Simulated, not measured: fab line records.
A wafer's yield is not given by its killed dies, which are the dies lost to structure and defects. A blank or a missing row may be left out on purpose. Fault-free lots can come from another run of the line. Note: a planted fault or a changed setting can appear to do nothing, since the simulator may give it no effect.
fab line records	flow n5Finfet
record: lots: 8	wafers: 24	lastDay: 17
route steps=1938 shown BEOL_M4@1111 BEOL_M10@1511 PASSIVATION@1936
lots with no fault: from the same line, run without faults
startH: hours from the record's opening day to when the first of the lot's shown wafers began	waitH: hours from the lot's prior step to this one	" identical to the entry in the row above	L1.1+2: several wafers, shown together as one row	- no value, or no start was given	* or withheld: withheld	< > ~ a bound
route shown NAME@n: a module of which the file shows steps, and the number in the route of the first	usual: average and standard deviation across the fault-free wafers	same: alike in all rows	chamber/n: place in a boat	sites: the reading at each site	_std_site: standard deviation of those values	_edge_site: inner sites' mean taken away from outer sites' mean	radiusMm: how far each site lies from the wafer's centre	mask NAME#n: copy n	behind: the last tool/chamber to shape the wafer	hold: why the lot was held/for how many hours/how that ended	device: the n, p or np transistor that did not switch	end of line: tests of these same wafers at the route's end	where a step has no rows: the recipe by itself	killed: the dies lost at the first sort to structure and to defects; this is not the yield of the wafer	map: a wafer's dies, marking killed ones x, the rest . and places with no die _
set.NAME: setting as actually run; set.NAME@STEP: the setting as run at that earlier step	model.NAME: the simulator's own value behind a step, which no gauge read
one table for each step of the route and one row for each wafer, over a sample of lots
services: from which hour (startH, from the record's first day; less than 0 if before it) a tool's chamber was out of use, for how many hours, and why
== steps ==
step: N5_BEOL_M4_RC_MEAS_101
usual: DIBL_N: 36.5/1.7	DIBL_P: 36.3/2.1	IOFF_N: 0.16/0.036	IOFF_P: 0.21/0.037	ION_N: 676/12	ION_P: 462/7.6	SS_N: 71.5/0.68	SS_P: 73.3/0.63	VT_N: 249/3.5	VT_P: -250/3.5
lot.wafer	tool	chamber	startH	waitH	DIBL_N[mV/V]	DIBL_P[mV/V]	IOFF_N[nA/um]	IOFF_P[nA/um]	ION_N[uA/um]	ION_P[uA/um]	SS_N[mV/dec]	SS_P[mV/dec]	VT_N[mV]	VT_P[mV]
L648.2	prober-02	0	184.13	0.2	37.9	37.5	0.20	0.24	697	470	71.8	73.1	243	-249
L648.3	"	0	"	"	37.5	37.1	0.21	0.24	696	476	71.3	73.3	242	-247
L648.4	"	0	"	"	36.5	36.5	0.18	0.22	685	471	71.8	72.8	245	-247
L650.1	prober-02	0	189.85	0.0	38.8	38.2	0.23	0.28	697	472	71.3	74.5	248	-245
L650.2	"	0	"	"	37.0	35.9	0.18	0.24	688	469	71.5	73.4	247	-248
L650.3	"	0	"	"	37.7	37.0	0.20	0.26	693	472	71.6	74.2	247	-246
L659.3	prober-01	0	251.34	0.3	34.2	35.5	0.12	0.17	664	455	70.5	73.1	252	-254
L659.5	"	0	"	"	36.2	37.2	0.15	0.19	677	457	70.7	73.5	249	-250
L659.6	"	0	"	"	36.8	38.8	0.18	0.22	686	465	71.7	74.0	247	-250
L661.1	prober-02	0	251.60	0.0	38.1	39.7	0.23	0.26	695	469	73.0	73.4	244	-248
L661.4	"	0	"	"	35.3	36.3	0.17	0.21	685	467	71.8	73.4	250	-250
L661.5	"	0	"	"	36.1	37.3	0.19	0.22	688	466	71.5	73.4	248	-252
L665.1	prober-02	0	282.16	0.0	38.1	39.1	0.23	0.26	689	467	72.1	73.5	245	-246
L665.2	"	0	"	"	37.3	38.4	0.21	0.26	701	477	71.9	73.4	243	-247
L665.5	"	0	"	"	36.4	37.8	0.19	0.24	693	473	71.6	74.1	247	-248
L668.1	prober-01	0	293.40	0.0	35.0	34.1	0.12	0.17	665	457	71.3	72.2	252	-251
L668.3	"	0	"	"	35.4	34.3	0.12	0.17	669	455	71.1	72.6	252	-255
L668.6	"	0	"	"	38.7	38.4	0.18	0.23	678	464	72.1	74.3	247	-248
L670.1	prober-01	0	310.17	0.0	39.0	37.7	0.19	0.24	679	463	73.4	74.3	246	-247
L670.4	"	0	"	"	36.7	36.5	0.16	0.24	689	480	70.5	73.0	248	-246
L670.6	"	0	"	"	35.6	34.4	0.13	0.19	679	464	71.2	72.9	250	-252
L669.2	prober-02	0	310.87	0.2	38.3	38.7	0.19	0.25	673	469	72.7	73.5	246	-248
L669.5	"	0	"	"	36.6	36.7	0.14	0.23	654	459	71.7	73.3	253	-248
L669.6	"	0	"	"	35.1	35.0	0.14	0.20	668	462	71.7	73.1	250	-249
step: N5_BEOL_M10_STRIP_36
recipe: chemistry: N2/H2	powerW: 450	tempC: 40	pressureMtorr: 20	rfFrequencyHz: 6e+07	overashFraction: 0.3	biasPowerW: 7	h2Frac: 0.5	n2FlowSccm: 200	h2FlowSccm: 200
usual: drypumpMotorCurrentA: 5.7/0.34	oesProductAu: 0.78/0.1	rfVppV: 59.1/1.7	showerheadPlenumPTorr: 2.55/0.1	throttleValvePct: 23.7/0.31
lot.wafer	tool	chamber	startH	waitH	drypumpMotorCurrentA	oesProductAu	rfHoursCounterH	rfVppV	showerheadPlenumPTorr	throttleValvePct
L648.2	rieDiel-06	1	233.19	0.0	5.4	0.72	224	58.2	2.51	24.1
L648.3	"	0	"	"	5.8	0.72	195	58.0	2.64	23.9
L648.4	"	2	"	"	6.3	0.95	12	60.7	2.71	23.3
L650.1	rieDiel-06	0	245.47	0.0	5.8	0.72	200	62.0	2.64	23.9
L650.2	"	3	"	"	5.2	0.75	189	56.2	2.41	23.4
L650.3	"	1	"	"	5.4	0.71	229	59.4	2.51	24.1
L659.3	rieDiel-06	3	304.06	0.0	5.3	0.71	212	57.0	2.40	23.5
L659.5	"	0	"	"	5.8	0.69	-	57.7	2.63	23.9
L659.6	"	3	"	"	5.2	0.72	-	54.9	2.40	23.5
L661.1	rieDiel-06	3	305.17	0.0	5.2	0.71	213	60.8	2.40	23.5
L661.4	"	2	"	"	6.3	0.86	-	57.0	2.70	23.3
L661.5	"	3	"	"	5.2	0.73	-	59.0	2.40	23.5
L665.1	rieDiel-03	3	338.57	0.0	5.9	0.78	108	62.3	2.66	23.7
L665.2	"	0	"	"	5.6	0.74	208	59.0	2.43	24.1
L665.5	"	2	"	"	6.1	0.88	-	58.0	2.49	23.6
L668.1	rieDiel-06	3	344.64	0.0	5.3	0.72	230	59.6	2.40	23.4
L668.3	"	1	"	"	5.5	0.94	9	58.8	2.50	23.7
L668.6	"	1	"	"	5.4	0.96	-	61.2	2.50	23.7
L670.1	rieDiel-06	0	360.20	0.0	5.8	0.67	246	59.4	2.62	24.0
L670.4	"	3	"	"	5.3	0.72	236	58.9	2.40	23.5
L670.6	"	3	"	"	5.3	0.70	-	59.9	2.40	23.5
L669.2	rieDiel-02	2	360.42	0.0	5.4	0.91	43	56.7	2.49	23.2
L669.5	"	3	"	"	5.6	0.98	-	61.0	2.48	23.9
L669.6	"	2	"	"	5.4	0.90	-	58.7	2.49	23.2
step: N5_BEOL_M10_DEGAS_44
recipe: ambient: vacuum	tempC: 250	timeS: 60
usual: heaterPowerW: 323/36
lot.wafer	tool	chamber	startH	waitH	heaterPowerW
L648.2	pvdSputter-01	-	236.20	1.7	317
L648.3	"	-	"	"	339
L648.4	"	-	"	"	327
L650.1	pvdSputter-03	-	246.37	0.3	342
L650.2	"	-	"	"	280
L650.3	"	-	"	"	379
L659.3	pvdSputter-02	-	306.15	1.5	351
L659.5	"	-	"	"	273
L659.6	"	-	"	"	371
L661.1	pvdSputter-02	-	306.55	0.3	370
L661.4	"	-	"	"	282
L661.5	"	-	"	"	264
L665.1	pvdSputter-02	-	341.29	2.2	269
L665.2	"	-	"	"	374
L665.5	"	-	"	"	379
L668.1	pvdSputter-02	-	345.63	0.3	350
L668.3	"	-	"	"	288
L668.6	"	-	"	"	377
L670.1	pvdSputter-02	-	360.97	0.3	270
L670.4	"	-	"	"	288
L670.6	"	-	"	"	289
L669.2	pvdSputter-03	-	361.44	0.4	282
L669.5	"	-	"	"	265
L669.6	"	-	"	"	379
step: N5_BEOL_M10_ALD_74
recipe: material: TaN	targetThkA: 20	tempC: 275	aldPrecursorFamily: PDMAT	aldCoReactant: NH3	pressureTorr: 3	carrierFlowSccm: 1500	pulseTimeS: 2	purgeTimeS: 3	coReactantPurgeTimeS: 2	coReactantPulseTimeS: 3	aldCycles: 40	precursorVesselTempC: 75	precursorVesselPressureTorr: 26.25	precursorVesselCarrierSccm: 1000
usual: chamberPressureTorr: 3.000/0.0063	heaterPowerW: 408/43
same: purgeTimeS: 3
lot.wafer	tool	chamber	startH	waitH	chamberPressureTorr	heaterPowerW
L648.2	aldMetal-03	3	236.31	0.0	2.990	443
L648.3	"	2	"	"	2.998	317
L648.4	"	0	"	"	3.012	420
L650.1	aldMetal-03	0	246.47	0.0	2.992	420
L650.2	"	1	"	"	2.996	408
L650.3	"	2	"	"	3.000	314
L659.3	aldMetal-01	3	306.25	0.0	3.001	378
L659.5	"	2	"	"	2.997	418
L659.6	"	3	"	"	3.002	370
L661.1	aldMetal-03	0	306.67	0.1	3.008	417
L661.4	"	1	"	"	3.013	407
L661.5	"	3	"	"	2.993	444
L665.1	aldMetal-01	2	341.39	0.0	2.997	425
L665.2	"	3	"	"	2.999	381
L665.5	"	1	"	"	2.992	426
L668.1	aldMetal-01	1	345.85	0.2	3.004	415
L668.3	"	2	"	"	2.992	418
L668.6	"	2	"	"	2.992	432
L670.1	aldMetal-04	3	361.07	0.0	3.000	393
L670.4	"	2	"	"	2.993	385
L670.6	"	0	"	"	3.000	478
L669.2	aldMetal-03	1	361.54	0.0	3.003	381
L669.5	"	2	"	"	3.000	304
L669.6	"	3	"	"	3.004	417
step: N5_BEOL_M10_CMP_52
recipe: stopOn: SiCOH_lowk	tOverpolishS: 7	downForcePsi: 1	platenRpm: 50	clearingPlatenDownForcePsi: 1.5	clearingPlatenRpm: 50	postCmpClean: cuAlkaline	targetThkNm: 140	clearingPlatenPadVelocityMS: 0.99484	padVelocityMS: 0.99484
usual: barrierFieldEndpointS: 28.7/0.87	headPressurePsi: 1.0000/0.002	motorCurrentA: 5.7/0.41	overpolishRunS: 6.999/0.0085	timeToEndpointS: 66/3.9
lot.wafer	tool	chamber	startH	waitH	barrierFieldEndpointS	headPressurePsi	motorCurrentA	overpolishRunS	timeToEndpointS
L648.3	cmp-01	1	237.83	0.2	29.3	0.9987	5.8	7.013	70
L648.2	"	2	"	"	28.2	1.0022	5.9	7.007	61
L648.4	"	3	"	"	30.0	1.0013	5.9	6.997	69
L650.1	cmp-02	3	247.80	0.3	28.6	1.0011	5.4	6.997	63
L650.3	"	0	"	"	29.1	0.9999	5.8	6.997	69
L650.2	"	2	"	"	29.5	0.9995	6.5	6.979	70
L659.3	cmp-02	2	307.30	0.2	29.9	1.0017	6.3	6.995	72
L659.6	"	0	"	"	46.9	1.0042	5.8	0.048	86
L659.5	"	1	"	"	46.9	0.9981	6.0	0.030	86
L661.1	cmp-02	2	309.46	0.3	46.9	1.0029	6.0	0.042	87
L661.4	"	0	"	"	28.9	0.9986	5.9	7.006	69
L661.5	"	1	"	"	46.9	0.9987	6.3	0.041	87
L665.1	cmp-04	1	342.57	0.3	27.1	0.9990	5.8	7.011	60
L665.2	"	3	"	"	26.7	1.0001	5.1	6.994	66
L665.5	"	1	"	"	26.9	0.9979	5.8	6.995	58
L668.1	cmp-04	3	348.44	0.3	28.9	1.0025	5.2	7.010	63
L668.3	"	1	"	"	27.2	1.0011	5.6	6.997	59
L668.6	"	3	"	"	28.3	1.0033	5.0	6.998	59
L670.4	cmp-04	2	362.40	0.2	28.8	1.0002	5.8	7.007	68
L670.1	"	0	"	"	28.2	1.0003	5.7	7.002	66
L670.6	"	1	"	"	27.8	0.9964	6.1	6.992	64
L669.2	cmp-01	1	363.77	0.3	29.2	1.0005	5.6	6.995	68
L669.6	"	3	"	"	29.6	0.9985	5.7	7.001	71
L669.5	"	0	"	"	29.1	0.9991	5.7	7.000	67
step: N5_BEOL_M10_THK_MEAS_53
recipe: thkMeasGauge: xrf	reads: Cu_of_BEOL_M10_ECD_50
usual: M10_THK: 138.0/2.7
lot.wafer	tool	chamber	startH	waitH	M10_THK[nm]
L648.2	filmMetro-02	-	238.12	-	136.8
L648.3	"	-	"	"	141.4
L648.4	"	-	"	"	138.7
L650.1	filmMetro-01	-	248.10	-	136.5
L650.2	"	-	"	"	137.7
L650.3	"	-	"	"	135.1
L659.3	filmMetro-01	-	307.52	-	137.7
L659.5	"	-	"	"	245.0
L659.6	"	-	"	"	246.5
L661.1	filmMetro-01	-	309.72	-	258.5
L661.4	"	-	"	"	138.1
L661.5	"	-	"	"	248.9
L665.1	filmMetro-02	-	342.83	-	134.1
L665.2	"	-	"	"	136.8
L665.5	"	-	"	"	135.7
L668.1	filmMetro-01	-	348.70	-	136.4
L668.3	"	-	"	"	137.6
L668.6	"	-	"	"	138.6
L670.1	filmMetro-02	-	362.66	-	137.8
L670.4	"	-	"	"	141.0
L670.6	"	-	"	"	138.8
L669.2	filmMetro-01	-	363.98	-	143.7
L669.5	"	-	"	"	140.8
L669.6	"	-	"	"	142.4
step: N5_BEOL_M10_INSPECT_58
recipe: inspectInstrument: darkfield	mode: postDep
usual: rawDefectCount: 62/21
lot.wafer	tool	chamber	startH	waitH	rawDefectCount
L648.2	defectInspect-02	-	238.32	0.0	75
L648.3	"	-	"	"	80
L648.4	"	-	"	"	52
L650.1	defectInspect-02	-	248.29	0.0	37
L650.2	"	-	"	"	27
L650.3	"	-	"	"	43
L659.3	defectInspect-02	-	307.68	0.0	63
L659.5	"	-	"	"	2225
L659.6	"	-	"	"	2310
L661.1	defectInspect-01	-	309.88	0.0	2250
L661.4	"	-	"	"	40
L661.5	"	-	"	"	2239
L665.1	defectInspect-02	-	342.99	0.0	71
L665.2	"	-	"	"	46
L665.5	"	-	"	"	47
L668.1	defectInspect-02	-	348.86	0.0	82
L668.3	"	-	"	"	54
L668.6	"	-	"	"	47
L670.1	defectInspect-02	-	362.82	0.0	54
L670.4	"	-	"	"	46
L670.6	"	-	"	"	44
L669.2	defectInspect-01	-	364.15	0.0	73
L669.5	"	-	"	"	78
L669.6	"	-	"	"	68
step: N5_PASSIVATION_PROBE_49
usual: defectLimitedYield: 91.4/1.5	killed_at_M0_to_M3: 34/12	killed_at_M4_up: 12/4.9	killedAtContacts: 13/7.2	killedAtFrontEnd: 39/12	killedAtOther: 3.7/2.9	killedDies: 101/18	killedOnRim: 13/4	killedOpen: 67/14	killedShort: 33/7.2	sort_bin_5_function: 5.1/0.97	sort_bin_6_memory: 3.2/0.67	sortNPass: 1079/17	sortYieldPct: 91.4/1.5
same: grossDies: 1180	killedAtBackSide: 0	sort_bin_4_leakage[%]: 0	sort_bin_8_speed[%]: 0
lot.wafer	tool	chamber	startH	waitH	defectLimitedYield[%]	killed_at_M0_to_M3	killed_at_M4_up	killedAtContacts	killedAtFrontEnd	killedAtOther	killedDies	killedOnRim	killedOpen	killedShort	sort_bin_5_function[%]	sort_bin_6_memory[%]	sortNPass	sortYieldPct[%]
L650.1	prober-02	-	298.80	0.0	91.1	35	23	20	25	2	105	10	73	32	5.1	3.5	1075	91.1
L650.2	prober-02	-	298.85	0.1	91.5	37	18	18	26	1	100	14	69	26	5.0	3.4	1080	91.5
L650.3	prober-02	-	298.90	0.1	89.4	49	15	32	27	2	125	15	92	28	6.9	3.5	1055	89.4
L659.3	prober-01	-	356.96	0.1	91.7	21	10	11	42	14	98	11	72	26	5.4	2.6	1082	91.7
L659.5	prober-01	-	357.06	0.2	0	34	1106	12	25	3	1180	152	50	30	4.2	2.5	0	0
L659.6	prober-01	-	357.11	0.3	0	37	1087	12	35	9	1180	152	69	31	4.6	3.8	0	0
L661.1	prober-02	-	362.32	0.0	0	25	1085	15	54	1	1180	152	66	44	5.4	3.6	0	0
L661.4	prober-02	-	362.47	0.2	92.8	30	11	9	34	1	85	12	46	37	3.8	3.1	1095	92.8
L661.5	prober-02	-	362.52	0.2	0	14	1115	4	43	4	1180	152	51	25	3.9	2.2	0	0
L665.1	prober-02	-	397.99	0.6	91.8	30	14	12	34	7	97	13	69	28	5.0	3.1	1083	91.8
L665.2	prober-02	-	398.04	0.6	92.5	35	8	18	25	2	88	15	57	31	4.3	2.7	1092	92.5
L665.5	prober-02	-	398.19	0.8	91.5	25	8	18	36	13	100	14	67	28	4.4	3.8	1080	91.5
L668.1	prober-01	-	398.14	0.1	89.1	33	14	21	61	0	129	16	83	45	7.0	3.6	1051	89.1
L668.3	prober-01	-	398.24	0.2	89.2	44	7	9	67	1	128	17	84	43	5.9	4.3	1052	89.2
L668.6	prober-01	-	398.39	0.4	87.9	31	23	25	63	1	143	15	102	40	6.9	4.7	1037	87.9
killed by level:class
L650.1 MOL_CONTACT_COAG:geometricParticle:open=17 BEOL_M4:geometricParticle:open=11 BEOL_M2:geometricParticle:open=10 BEOL_M3:geometricParticle:open=9 BEOL_M0_SAQP:geometricParticle:short=7 GATE_CUT:geometricParticle:short=6 BEOL_M0_SAQP:geometricParticle:open=5 STI_FIN_REVEAL:geometricParticle:open=3
L650.2 MOL_CONTACT_COAG:geometricParticle:open=15 BEOL_M3:geometricParticle:open=9 BEOL_M0_SAQP:geometricParticle:open=8 BEOL_M0_SAQP:geometricParticle:short=7 GATE_CUT:geometricParticle:short=6 BEOL_M4:geometricParticle:open=6 STI_FIN_REVEAL:geometricParticle:open=4 GATE_CUT:geometricParticle:open=4
L650.3 MOL_CONTACT_COAG:geometricParticle:open=27 BEOL_M0_SAQP:geometricParticle:open=12 BEOL_M3:geometricParticle:open=12 STI_FIN_REVEAL:geometricParticle:open=10 BEOL_M2:geometricParticle:open=9 BEOL_M1:geometricParticle:open=6 STARTING-WAFER:geometricParticle:short=5 MOL_CONTACT_COAG:geometricParticle:short=4
L659.3 STI_FIN_REVEAL:geometricParticle:open=12 MOL_CONTACT_COAG:geometricParticle:open=10 FIN_SAQP:geometricParticle:open=7 BEOL_M0_SAQP:geometricParticle:open=6 MIM_TOP:geometricParticle:open=6 FIN_SAQP:geometricParticle:short=5 GATE_CUT:geometricParticle:open=5 BEOL_M3:geometricParticle:open=4
L659.5 BEOL_M10:areaCmp=1099 MOL_CONTACT_COAG:geometricParticle:open=10 BEOL_M0_SAQP:geometricParticle:short=10 GATE_CUT:geometricParticle:open=5 GATE_CUT:geometricParticle:short=5 BEOL_M0_SAQP:geometricParticle:open=5 BEOL_M3:geometricParticle:open=5 STARTING-WAFER:geometricParticle:open=4
L659.6 BEOL_M10:areaCmp=1080 BEOL_M0_SAQP:geometricParticle:open=13 BEOL_M3:geometricParticle:open=13 FIN_SAQP:geometricParticle:open=12 MOL_CONTACT_COAG:geometricParticle:open=9 BEOL_M0_SAQP:geometricParticle:short=6 FIN_SAQP:geometricParticle:short=5 MIM_TOP:geometricParticle:open=5
L661.1 BEOL_M10:areaCmp=1070 FIN_SAQP:geometricParticle:open=13 FIN_SAQP:geometricParticle:short=12 STI_FIN_REVEAL:geometricParticle:open=9 MOL_CONTACT_COAG:geometricParticle:open=9 BEOL_M4:geometricParticle:open=7 MOL_CONTACT_COAG:geometricParticle:short=6 BEOL_M0_SAQP:geometricParticle:short=6
L661.4 BEOL_M0_SAQP:geometricParticle:short=13 FIN_SAQP:geometricParticle:open=7 MOL_CONTACT_COAG:geometricParticle:open=7 FIN_SAQP:geometricParticle:short=6 BEOL_M0_SAQP:geometricParticle:open=5 STI_FIN_REVEAL:geometricParticle:open=4 BEOL_M2:geometricParticle:open=4 BEOL_M4:geometricParticle:open=4
L661.5 BEOL_M10:areaCmp=1104 FIN_SAQP:geometricParticle:open=18 FIN_SAQP:geometricParticle:short=8 BEOL_M3:geometricParticle:open=7 GATE_CUT:geometricParticle:short=4 BEOL_M10:geometricParticle:open=4 STI_FIN_REVEAL:geometricParticle:open=3 MOL_CONTACT_COAG:geometricParticle:open=3
L665.1 MOL_CONTACT_COAG:geometricParticle:open=9 STI_FIN_REVEAL:geometricParticle:open=8 FIN_SAQP:geometricParticle:short=7 BEOL_M2:geometricParticle:open=7 BEOL_M3:geometricParticle:open=7 BEOL_M0_SAQP:geometricParticle:open=6 ILD0:geometricParticle:short=4 BEOL_M0_SAQP:geometricParticle:short=4
L665.2 MOL_CONTACT_COAG:geometricParticle:open=13 GATE_CUT:geometricParticle:short=7 BEOL_M0_SAQP:geometricParticle:short=7 BEOL_M1:geometricParticle:open=7 BEOL_M0_SAQP:geometricParticle:open=6 MOL_CONTACT_COAG:geometricParticle:short=5 BEOL_M3:geometricParticle:open=5 BEOL_M4:geometricParticle:open=5
L668.1 FIN_SAQP:geometricParticle:short=15 MOL_CONTACT_COAG:geometricParticle:open=14 STI_FIN_REVEAL:geometricParticle:open=13 FIN_SAQP:geometricParticle:open=10 BEOL_M1:geometricParticle:open=8 MOL_CONTACT_COAG:geometricParticle:short=7 BEOL_M3:geometricParticle:open=7 BEOL_M4:geometricParticle:open=7
L665.5 MOL_CONTACT_COAG:geometricParticle:open=12 STI_FIN_REVEAL:geometricParticle:open=9 BEOL_M2:geometricParticle:open=9 PASS1_CAP:geometricParticle:open=8 DUMMY_GATE:geometricParticle:open=7 MOL_CONTACT_COAG:geometricParticle:short=6 BEOL_M2:geometricParticle:short=4 BEOL_M4:geometricParticle:open=4
L668.3 FIN_SAQP:geometricParticle:short=17 FIN_SAQP:geometricParticle:open=17 BEOL_M1:geometricParticle:open=16 BEOL_M0_SAQP:geometricParticle:open=9 MOL_CONTACT_COAG:geometricParticle:open=8 BEOL_M2:geometricParticle:open=6 DUMMY_GATE:geometricParticle:open=5 GATE_CUT:geometricParticle:short=5
L668.6 MOL_CONTACT_COAG:geometricParticle:open=23 FIN_SAQP:geometricParticle:short=16 STI_FIN_REVEAL:geometricParticle:open=16 FIN_SAQP:geometricParticle:open=12 BEOL_M2:geometricParticle:open=8 BEOL_M4:geometricParticle:open=8 STARTING-WAFER:geometricParticle:open=6 BEOL_M0_SAQP:geometricParticle:open=5
== services ==
tool	chamber	startH	hours	kind
aldMetal-01	2	210.73	4.0	repair
cmp-04	-	225.62	4.0	pm
rieDiel-03	3	225.89	3.9	repair
aldMetal-01	2	242.19	2.9	repair
aldMetal-04	-	242.66	2.8	pm
cmp-02	-	244.99	0.4	repair
cmp-04	-	264.91	0.9	repair
cmp-01	-	265.48	1.2	repair
rieDiel-06	2	279.68	6.7	repair
cmp-02	-	300.87	5.9	repair
rieDiel-06	1	303.13	-	clean
rieDiel-06	1	303.13	-	consumableReplace:focusRing
rieDiel-06	1	303.13	17.1	scheduledDown
rieDiel-06	1	303.13	17.1	ventCycle
cmp-04	-	316.35	4.8	pm
aldMetal-03	-	322.57	8.7	pm
cmp-01	-	327.64	3.1	repair
aldMetal-03	-	337.36	14.0	pm
cmp-04	-	337.47	0.8	repair
cmp-01	-	350.40	4.0	pm
cmp-02	-	353.52	3.4	pm
rieDiel-03	-	355.55	2.2	repair
aldMetal-01	3	355.82	3.0	repair
aldMetal-03	3	355.84	4.9	repair
== key ==
firstSign: step: N5_BEOL_M10_CMP_52	reading: overpolishRunS	direction: down	sigmas: 99+	usual: 6.999	struck: 0.040
effect: step: N5_BEOL_M10_CMP_52	reading: barrierFieldEndpointS	direction: up	sigmas: 21	usual: 28.7	struck: 46.9
effect: step: N5_BEOL_M10_THK_MEAS_53	reading: M10_THK	direction: up	sigmas: 41	usual: 138.0	struck: 249.7
effect: step: N5_BEOL_M10_INSPECT_58	reading: rawDefectCount	direction: up	sigmas: 99+	usual: 62	struck: 2256
effect: step: N5_PASSIVATION_PROBE_49	reading: killed_at_M4_up	direction: up	sigmas: 99+	usual: 12	struck: 1098
moreKillsBornAt: N5_BEOL_M10_CMP_52@cmp-02: 4353
metAt N5_BEOL_M10_CMP_52
struckLots L659,L661
struckWafers L659.5,L659.6,L661.1,L661.5
laterRowsLeftOut L659.5,L659.6,L661.1,L661.5
notActingAt N5_BEOL_M10_STRIP_36,N5_BEOL_M10_DEGAS_44,N5_BEOL_M10_ALD_74
onsetBetween 247.80 307.30
fault: kind: processParameterDrift	tool: cmp-02	chamber: -	onsetH: 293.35	steps: N5_BEOL_M10_CMP_52	channel: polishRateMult	offset: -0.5	shape: step	endH: 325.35	scope: struckWafersOnly
laterRowsLeftOut: the simulator's readings of these wafers behind a module that went badly wrong aren't trusted and aren't shown, but for the sort
